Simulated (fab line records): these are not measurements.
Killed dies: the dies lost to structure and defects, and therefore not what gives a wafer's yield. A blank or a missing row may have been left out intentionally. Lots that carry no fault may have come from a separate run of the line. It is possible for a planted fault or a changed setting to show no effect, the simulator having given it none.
Struck lot and sound lot, side by side	flow nandHarc	15 steps out of a route of 1302
Sound: these wafers, L985.1, L985.4, L985.5. Wafers L990.2, L990.3, L990.4 were the ones struck. Last of all comes the cause.
Each step with rows lists, per side, the tool, then ch with its chambers, then its first start. Under that, the readings that differ: sound wafers	struck wafers	difference of the means	sigmas: that difference in standard deviations of wafers without a fault.
alike: readings with means less than 2 such deviations apart, plus words and numbers identical on both sides. not compared: withheld readings, readings lacking a value on some wafer, bounds such as >300 that could conceal the same value, and numbers that have no deviation in the record and whose values overlap.
Wherever a step has rows on one side only, a row that says differs or no value, or a row with sigmas, the two part there. Non-overlapping numbers with no deviation appear without sigmas and do not part them. A reading that every wafer of one side lacks parts them only if that side has two wafers or more.

first, 1 step without rows for these wafers: NHARC_P_GATE_DEVELOP_90 (time 70 s).
NHARC_P_GATE_CD_MEAS_91: target cd 2000 nm.
  sound on cdSem-01 ch 0, day 8 19:44; struck on cdSem-02 ch 0, day 10 19:18
reading	sound	struck	difference	sigmas
cdNm (nm)	1995.8 1997.5 2000.5	2002.9 2004.2 2002.1	+5.1	+3
then, 1 step without rows for these wafers: NHARC_P_GATE_HARDBAKE_92 (time 80 s).
NHARC_P_GATE_DESCUM_93: chemistry O2, time 3 s.
  sound on rieDiel-10 ch 0,1, day 8 19:53; struck on rieDiel-01 ch 0,1,2, day 10 19:27
reading	sound	struck	difference	sigmas
showerheadPlenumPTorr (Torr)	1.82 1.80 1.82	2.00 2.05 1.91	+0.17	+2
  alike: drypumpMotorCurrentA, oesProductAu, rfVppV, throttleValvePct
  not compared: rfHoursCounterH
after that, 1 step had no rows for these wafers: NHARC_P_GATE_IMPLANT_94.
NHARC_P_GATE_STRIP_113: strips in N2/H2, time 740 s.
  sound on plasmaAsher-02 ch 0,1, day 8 20:23; struck on plasmaAsher-02 ch 0,1, day 10 19:56
  alike: drypumpMotorCurrentA, heaterPowerW
  not compared: rfHoursCounterH
NHARC_P_GATE_STRIP_95: strips in O2.
  sound on plasmaAsher-02 ch 0,1, day 8 20:59; struck on plasmaAsher-02 ch 0,1, day 10 20:32
  alike: drypumpMotorCurrentA, heaterPowerW
  not compared: rfHoursCounterH
then, 1 step without rows for these wafers: NHARC_P_GATE_STRIP_96 (strips in SPM, time 900 s).
NHARC_P_GATE_RTA_64: time 1 s.
  sound on rtpAnneal-02 ch 0, day 8 21:32; struck on rtpAnneal-02 ch 0, day 10 21:07
  alike: annealTempCMax, lampPowerPct, lamp_zone_6_pct, wafer_temp_C_max
then, 1 step without rows for these wafers: NHARC_P_GATE_ETCH_77 (etches SiO2 in dHF, target depth 6 nm).
NHARC_P_GATE_DEGAS_109: time 60 s.
  sound on pvdSputter-02, day 8 22:01; struck on pvdSputter-01, day 10 21:24
  alike: heaterPowerW
then, 1 step without rows for these wafers: NHARC_P_GATE_PRE_CLEAN_110 (time 30 s).
NHARC_P_GATE_SPUTTER_78: material Ni, target thk 10 nm.
  sound on pvdSputter-02, day 8 22:07; struck on pvdSputter-01, day 10 21:44
then, 1 step without rows for these wafers: NHARC_P_GATE_SPUTTER_79 (material TiN, target thk 10 nm).
-- the record jumps here: 19 days lie between the struck wafers' starts before and after (it left off in module P_GATE and takes up again in module END, whose first step shown is number 1302 of the route) --
NHARC_END_SORT_01:
  sound on prober-02 ch 0, day 27 07:40; struck on prober-02 ch 0, day 29 10:05
reading	sound	struck	difference	sigmas
killedAtPeriphery	8 14 8	4 3 1	-7	-3
  alike: killedAtArray, killedAtOther, killedDies, killedOpen, killedShort

== WHERE THEY PART ==
First at NHARC_P_GATE_CD_MEAS_91; last, within this record, at NHARC_END_SORT_01.

WHY: whatever the simulator had introduced
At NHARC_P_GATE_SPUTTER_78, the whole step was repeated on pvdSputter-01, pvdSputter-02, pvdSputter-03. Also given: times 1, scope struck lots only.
